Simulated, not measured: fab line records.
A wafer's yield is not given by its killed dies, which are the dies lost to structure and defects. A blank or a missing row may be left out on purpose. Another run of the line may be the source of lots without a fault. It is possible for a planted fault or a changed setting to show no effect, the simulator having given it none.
Lot-split experiment || flow n5-finfet || route with 1938 steps; 7 lots, 39 wafers read

## THE SPLIT
At N5_GATE_CUT_HM_DEP_46 (deposits SiO2 from TEOS/O2, target thk 130 nm, time 26.6 s), the setting time-s was moved away from the recipe's 26.6 s on 15 of the 39 wafers read, by +20.2% to +50.5%. All remaining wafers had this setting at the recipe value.

## FROM THE SPLIT TO THE READING: what the file shows between them, 9 steps
- N5_GATE_CUT_COAT_34: time 60 s, resist thk 60 nm
- N5_GATE_CUT_COAT_35: time 60 s, resist thk 10 nm
- N5_GATE_CUT_STRIP_38: strips in N2/H2
- N5_GATE_CUT_STRIP_39: strips in N2/H2
- N5_GATE_CUT_HM_OPEN_40: chemistry C4F6/O2, target SiO2, target depth 139 nm, time 85.1 s
- N5_GATE_CUT_STRIP_41: strips in CF4
- N5_GATE_CUT_STRIP_42: strips in O2
- N5_GATE_CUT_ALD_22: deposits SiNx, target thk 16 nm, pulse time 1 s, ald cycles 320
- N5_GATE_CUT_CMP_23: polishes, stops on SiO2, t overpolish 23.4 s, target thk 16 nm

## THE READING
At N5_GATE_CUT_THK_MEAS_24: GC_FILL_THK, given in nm. Typical for fault-free wafers on this fab line: 219.9 nm, with standard deviation 1.7 nm.

{"wafer": "L075.1", "tool, chamber at the split": "pecvd-01, 1", "time-s as run, s": 26.6, "against the recipe": "recipe", "GC_FILL_THK, nm": 218.9, "against lot-mates on the recipe": "-"}
{"wafer": "L075.3", "tool, chamber at the split": "pecvd-01, 2", "time-s as run, s": 26.6, "against the recipe": "recipe", "GC_FILL_THK, nm": 219.4, "against lot-mates on the recipe": "-"}
{"wafer": "L075.4", "tool, chamber at the split": "pecvd-01, 2", "time-s as run, s": 26.6, "against the recipe": "recipe", "GC_FILL_THK, nm": 219.9, "against lot-mates on the recipe": "-"}
{"wafer": "L080.1", "tool, chamber at the split": "pecvd-01, 0", "time-s as run, s": 26.6, "against the recipe": "recipe", "GC_FILL_THK, nm": 219.1, "against lot-mates on the recipe": "-"}
{"wafer": "L080.2", "tool, chamber at the split": "pecvd-01, 1", "time-s as run, s": 26.6, "against the recipe": "recipe", "GC_FILL_THK, nm": 219.1, "against lot-mates on the recipe": "-"}
{"wafer": "L080.3", "tool, chamber at the split": "pecvd-01, 2", "time-s as run, s": 26.6, "against the recipe": "recipe", "GC_FILL_THK, nm": 218.9, "against lot-mates on the recipe": "-"}
{"wafer": "L080.4", "tool, chamber at the split": "pecvd-01, 2,0", "time-s as run, s": 26.6, "against the recipe": "recipe", "GC_FILL_THK, nm": 222.2, "against lot-mates on the recipe": "-"}
{"wafer": "L080.5", "tool, chamber at the split": "pecvd-01, 1", "time-s as run, s": 26.6, "against the recipe": "recipe", "GC_FILL_THK, nm": 220.1, "against lot-mates on the recipe": "-"}
{"wafer": "L080.6", "tool, chamber at the split": "pecvd-01, 2,0", "time-s as run, s": 26.6, "against the recipe": "recipe", "GC_FILL_THK, nm": 222.8, "against lot-mates on the recipe": "-"}
{"wafer": "L086.1", "tool, chamber at the split": "pecvd-01, 2", "time-s as run, s": 26.6, "against the recipe": "recipe", "GC_FILL_THK, nm": 219.7, "against lot-mates on the recipe": "-"}
{"wafer": "L086.2", "tool, chamber at the split": "pecvd-01, 0", "time-s as run, s": 40.02, "against the recipe": "+50.5%", "GC_FILL_THK, nm": 281.5, "against lot-mates on the recipe": "+61.8"}
{"wafer": "L086.3", "tool, chamber at the split": "pecvd-01, 1", "time-s as run, s": 26.6, "against the recipe": "recipe", "GC_FILL_THK, nm": 217.7, "against lot-mates on the recipe": "-"}
{"wafer": "L086.4", "tool, chamber at the split": "pecvd-01, 0", "time-s as run, s": 26.6, "against the recipe": "recipe", "GC_FILL_THK, nm": 221.6, "against lot-mates on the recipe": "-"}
{"wafer": "L086.5", "tool, chamber at the split": "pecvd-01, 2", "time-s as run, s": 40.02, "against the recipe": "+50.5%", "GC_FILL_THK, nm": 285.9, "against lot-mates on the recipe": "+66.2"}
{"wafer": "L086.6", "tool, chamber at the split": "pecvd-01, 1", "time-s as run, s": 40.02, "against the recipe": "+50.5%", "GC_FILL_THK, nm": 285.6, "against lot-mates on the recipe": "+65.9"}
{"wafer": "L087.1", "tool, chamber at the split": "pecvd-01, 2", "time-s as run, s": 26.6, "against the recipe": "recipe", "GC_FILL_THK, nm": 217.9, "against lot-mates on the recipe": "-"}
{"wafer": "L087.2", "tool, chamber at the split": "pecvd-01, 0", "time-s as run, s": 38.33, "against the recipe": "+44.1%", "GC_FILL_THK, nm": 272.3, "against lot-mates on the recipe": "+54.2"}
{"wafer": "L087.3", "tool, chamber at the split": "pecvd-01, 1", "time-s as run, s": 26.6, "against the recipe": "recipe", "GC_FILL_THK, nm": 216.6, "against lot-mates on the recipe": "-"}
{"wafer": "L087.4", "tool, chamber at the split": "pecvd-01, 1", "time-s as run, s": 26.6, "against the recipe": "recipe", "GC_FILL_THK, nm": 219.8, "against lot-mates on the recipe": "-"}
{"wafer": "L087.5", "tool, chamber at the split": "pecvd-01, 0", "time-s as run, s": 38.33, "against the recipe": "+44.1%", "GC_FILL_THK, nm": 274.4, "against lot-mates on the recipe": "+56.3"}
{"wafer": "L087.6", "tool, chamber at the split": "pecvd-01, 2", "time-s as run, s": 38.33, "against the recipe": "+44.1%", "GC_FILL_THK, nm": 274.7, "against lot-mates on the recipe": "+56.6"}
{"wafer": "L089.1", "tool, chamber at the split": "pecvd-01, 2", "time-s as run, s": 26.6, "against the recipe": "recipe", "GC_FILL_THK, nm": 217.8, "against lot-mates on the recipe": "-"}
{"wafer": "L089.2", "tool, chamber at the split": "pecvd-01, 0", "time-s as run, s": 26.6, "against the recipe": "recipe", "GC_FILL_THK, nm": 216.5, "against lot-mates on the recipe": "-"}
{"wafer": "L089.3", "tool, chamber at the split": "pecvd-01, 1", "time-s as run, s": 26.6, "against the recipe": "recipe", "GC_FILL_THK, nm": 218.0, "against lot-mates on the recipe": "-"}
{"wafer": "L089.4", "tool, chamber at the split": "pecvd-01, 0", "time-s as run, s": 37.01, "against the recipe": "+39.1%", "GC_FILL_THK, nm": 267.0, "against lot-mates on the recipe": "+49.6"}
{"wafer": "L089.5", "tool, chamber at the split": "pecvd-01, 2", "time-s as run, s": 37.01, "against the recipe": "+39.1%", "GC_FILL_THK, nm": 268.7, "against lot-mates on the recipe": "+51.3"}
{"wafer": "L089.6", "tool, chamber at the split": "pecvd-01, 1", "time-s as run, s": 37.01, "against the recipe": "+39.1%", "GC_FILL_THK, nm": 268.8, "against lot-mates on the recipe": "+51.4"}
{"wafer": "L090.1", "tool, chamber at the split": "pecvd-02, 2", "time-s as run, s": 26.6, "against the recipe": "recipe", "GC_FILL_THK, nm": 222.2, "against lot-mates on the recipe": "-"}
{"wafer": "L090.2", "tool, chamber at the split": "pecvd-02, 1", "time-s as run, s": 31.98, "against the recipe": "+20.2%", "GC_FILL_THK, nm": 245.5, "against lot-mates on the recipe": "+23.0"}
{"wafer": "L090.3", "tool, chamber at the split": "pecvd-02, 0", "time-s as run, s": 26.6, "against the recipe": "recipe", "GC_FILL_THK, nm": 221.1, "against lot-mates on the recipe": "-"}
{"wafer": "L090.4", "tool, chamber at the split": "pecvd-02, 1", "time-s as run, s": 26.6, "against the recipe": "recipe", "GC_FILL_THK, nm": 224.1, "against lot-mates on the recipe": "-"}
{"wafer": "L090.5", "tool, chamber at the split": "pecvd-02, 0", "time-s as run, s": 31.98, "against the recipe": "+20.2%", "GC_FILL_THK, nm": 248.7, "against lot-mates on the recipe": "+26.2"}
{"wafer": "L090.6", "tool, chamber at the split": "pecvd-02, 2", "time-s as run, s": 31.98, "against the recipe": "+20.2%", "GC_FILL_THK, nm": 250.8, "against lot-mates on the recipe": "+28.3"}
{"wafer": "L092.1", "tool, chamber at the split": "pecvd-04, 1", "time-s as run, s": 26.6, "against the recipe": "recipe", "GC_FILL_THK, nm": 217.0, "against lot-mates on the recipe": "-"}
{"wafer": "L092.2", "tool, chamber at the split": "pecvd-04, 0", "time-s as run, s": 37.77, "against the recipe": "+42.0%", "GC_FILL_THK, nm": 269.7, "against lot-mates on the recipe": "+51.8"}
{"wafer": "L092.3", "tool, chamber at the split": "pecvd-04, 0", "time-s as run, s": 26.6, "against the recipe": "recipe", "GC_FILL_THK, nm": 219.4, "against lot-mates on the recipe": "-"}
{"wafer": "L092.4", "tool, chamber at the split": "pecvd-04, 1", "time-s as run, s": 37.77, "against the recipe": "+42.0%", "GC_FILL_THK, nm": 271.3, "against lot-mates on the recipe": "+53.4"}
{"wafer": "L092.5", "tool, chamber at the split": "pecvd-04, 1", "time-s as run, s": 37.77, "against the recipe": "+42.0%", "GC_FILL_THK, nm": 271.4, "against lot-mates on the recipe": "+53.5"}
{"wafer": "L092.6", "tool, chamber at the split": "pecvd-04, 0", "time-s as run, s": 26.6, "against the recipe": "recipe", "GC_FILL_THK, nm": 217.4, "against lot-mates on the recipe": "-"}
Rows listing several chambers each stand for several wafers; the file does not say which wafer went through which chamber.

FIT RESULTS
A straight line over all 39 wafers: GC_FILL_THK changes by +1.25 nm for each +1% of time-s; r = +1.00; the points scatter about the line by 2.2 nm.
The same after taking each lot's own level away (the mean of its wafers on the recipe; 39 wafers): +1.27 nm for each +1%; r = +1.00; scatter 1.4 nm.
That fit puts the effect of the largest move of time-s on the reading at 64 nm.
Across the lots, their own levels run from 217.43 to 222.47 nm, a range of 3.0 times the standard deviation given above.
The two slopes are in agreement: the lot-to-lot level therefore moves the slope only a little.
Check: with one of the wafers moved furthest among these (+50.5%) left out of the fit, the line predicts +64.6 nm for it against its lot-mates. It came out at +61.8 nm against them.

## THESE WAFERS: OTHER SPLITS
Before the reading, these wafers also passed through other splits. Each is held against what the fit with the lots' levels taken away leaves over:
{"other split on the same wafers": "N5_PMOS_HMC_CHANNEL_EPI_HM_DEP_34 target-thk-a", "wafers away from the commonest value": 12, "r with GC_FILL_THK (lot level and that fit taken away)": "+0.06"}

## THE WHOLE CHAIN: every reading that the file lists as answering this split, in the file's order
{"step": "N5_GATE_CUT_HM_DEP_46", "what it does": "deposits SiO2 from TEOS/O2, target thk 130 nm, time 26.6 s", "reading": "SiO2_of_GATE_CUT_HM_DEP_46.thk-nm (the simulator's own value, which no gauge read)", "change (the file's fit)": "+1.27 nm for each +1% of the setting", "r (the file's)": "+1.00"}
{"step": "N5_GATE_CUT_HM_OPEN_40", "what it does": "chemistry C4F6/O2, target SiO2, target depth 139 nm, time 85.1 s", "reading": "etch-rf-on-time-s", "change (the file's fit)": "withheld for each +1% of the setting", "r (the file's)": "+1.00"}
{"step": "N5_GATE_CUT_HM_OPEN_40", "what it does": "chemistry C4F6/O2, target SiO2, target depth 139 nm, time 85.1 s", "reading": "etch.depth-nm (the simulator's own value, which no gauge read)", "change (the file's fit)": "+1.27 nm for each +1% of the setting", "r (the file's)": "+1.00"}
{"step": "N5_GATE_CUT_HM_OPEN_40", "what it does": "chemistry C4F6/O2, target SiO2, target depth 139 nm, time 85.1 s", "reading": "SOC_of_GATE_CUT_COAT_34.thk-nm (the simulator's own value, which no gauge read)", "change (the file's fit)": "-0.269 nm for each +1% of the setting", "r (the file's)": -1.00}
{"step": "N5_GATE_CUT_THK_MEAS_24", "what it does": "", "reading": "GC_FILL_THK", "change (the file's fit)": "+1.27 for each +1% of the setting", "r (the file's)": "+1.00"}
{"step": "N5_GATE_CUT_CMP_43", "what it does": "polishes SiO2", "reading": "SiO2_of_GATE_CUT_HM_DEP_46.thk-nm (the simulator's own value, which no gauge read)", "change (the file's fit)": "+0.0608 nm for each +1% of the setting", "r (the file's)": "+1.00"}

## FILE'S OWN FIT
GC_FILL_THK changes by +1.27 nm for each +1% of time-s, r = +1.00.
